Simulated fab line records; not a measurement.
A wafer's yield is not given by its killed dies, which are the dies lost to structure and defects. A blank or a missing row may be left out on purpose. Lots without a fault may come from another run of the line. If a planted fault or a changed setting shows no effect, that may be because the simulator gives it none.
Chamber matching	flow n5_finfet	4 sister chambers for N5_BEOL_M7_ALD_77 on ald_metal-02
The step deposits TaN, target thk 2 nm, pulse time 2 s, purge time 3 s. 14 wafers are shown with their chamber, then 7 later ones without.

WAFERS, EACH WITH ITS CHAMBER
wafer	chamber	heater_power_w (W)
L075.1	3	367
L075.5	3	374
L075.6	2	385
L080.1	1	423
L080.3	2	387
L080.5	3	370
L084.1	3	365
L084.4	1	429
L084.5	3	377
L085.1	2	393
L085.4	3	371
L085.6	1	418
L088.1	1	416
L088.2	0	381

SIGNATURES (means of the wafers above)
reading	chamber 0	chamber 1	chamber 2	chamber 3	scatter within a chamber
heater_power_w	381.00	421.50	388.33	370.67	4.83
Rule: for each reading, subtract the chamber's mean from the wafer's reading, divide by that reading's scatter and square the result; add these up over the readings and take the root, which gives the wafer's distance from the chamber. The wafer belongs to the nearest chamber; if the next one is less than 2 further off, it can't be placed. The scatter: take each reading less its chamber's mean, square it, sum over the shown wafers, divide by the number of wafers less the number of chambers, and take the root.

WAFERS MISSING THEIR CHAMBER
wafer	heater_power_w (W)
L088.6	388
L095.2	414
L095.3	396
L095.6	398
L093.3	367
L093.4	404
L093.6	375

THE CHAMBER EACH PASSED THROUGH
wafer	from the rows above	in truth
L088.6	can't be placed: 2 or 0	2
L095.2	1	1
L095.3	can't be placed: 2 or 0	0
L095.6	can't be placed: 2 or 0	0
L093.3	3	3
L093.4	can't be placed: 2 or 1 or 0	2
L093.6	can't be placed: 3 or 0 or 2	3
2 of 7 placed correctly. Can't be placed from these rows: 5 (the true chamber is among the candidates in 5). Wrongly placed: 0.
